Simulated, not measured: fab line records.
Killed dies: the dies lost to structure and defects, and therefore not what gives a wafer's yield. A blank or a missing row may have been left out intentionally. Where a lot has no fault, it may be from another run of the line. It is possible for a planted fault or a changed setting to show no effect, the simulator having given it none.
One fault through the eyes of 2 desks || flow nandHarc || only its own numbers are on each desk; what lay behind them is given at the end

DESK OF THE TOOL OWNER: cmp-04
The tool's own readings at NHARC_A_BONDPAD_CMP_29 (polishes SiCN, target thk 200 nm): means of the sampled wafers that have a number, for each lot that ran on this tool. The brackets show how far a lot's mean lies from the usual mean; more than 4 standard deviations puts the lot out of limits, marked OUT.
Columns: A = motorCurrentA at NHARC_A_BONDPAD_CMP_29, usual 12.1 A
{"lot": "L766", "first seen here": "day 24 00:38", "A": 11.3}
{"lot": "L772", "first seen here": "day 27 05:39", "A": 11.1}
{"lot": "L774", "first seen here": "day 27 17:10", "A": 12.4}
{"lot": "L775", "first seen here": "day 28 09:44", "A": 12.1}
{"lot": "L782", "first seen here": "day 30 23:51", "A": 11.2}
{"lot": "L783", "first seen here": "day 32 03:40", "A": 11.3}
{"lot": "L784", "first seen here": "day 32 04:47", "A": 11.8}
{"lot": "L785", "first seen here": "day 32 06:07", "A": 11.1}
{"lot": "L786", "first seen here": "day 33 01:55", "A": 13.3}
{"lot": "L787", "first seen here": "day 33 03:36", "A": 11.8}
Result from this desk: across the 10 lots, nothing is out of limits.

THE METROLOGY DESK
Lot by lot, what the gauges showed, no matter which tool ran the lot: averages of those sampled wafers that carry a number. The brackets show how far a lot's mean lies from the usual mean; more than 4 standard deviations puts the lot out of limits, marked OUT.
Columns: A = cdNm at NHARC_THIN_TSV_CD_MEAS_33, usual 5000.1 nm
{"lot": "L764", "first seen here": "day 24 21:47", "A": 5001.9}
{"lot": "L766", "first seen here": "day 25 00:34", "A": 5000.6}
{"lot": "L768", "first seen here": "day 25 17:17", "A": 5000.0}
{"lot": "L769", "first seen here": "day 25 18:25", "A": 4998.5}
{"lot": "L772", "first seen here": "day 28 06:31", "A": 4999.9}
{"lot": "L774", "first seen here": "day 28 16:27", "A": 5001.6}
{"lot": "L775", "first seen here": "day 29 09:52", "A": 5001.2}
{"lot": "L782", "first seen here": "day 31 22:15", "A": 4999.1}
{"lot": "L783", "first seen here": "day 33 04:44", "A": 4999.1}
{"lot": "L784", "first seen here": "day 33 05:39", "A": 4998.5}
{"lot": "L785", "first seen here": "day 33 07:07", "A": 5000.4}
{"lot": "L786", "first seen here": "day 34 03:08", "A": 4996.2}
{"lot": "L787", "first seen here": "day 34 03:20", "A": 5002.0}
Result from this desk: across the 13 lots, nothing is out of limits.

BROUGHT TOGETHER
The tool owner's desk saw nothing out of limits.
The metrology desk saw nothing out of limits.

WHAT THE SIMULATOR PUT IN
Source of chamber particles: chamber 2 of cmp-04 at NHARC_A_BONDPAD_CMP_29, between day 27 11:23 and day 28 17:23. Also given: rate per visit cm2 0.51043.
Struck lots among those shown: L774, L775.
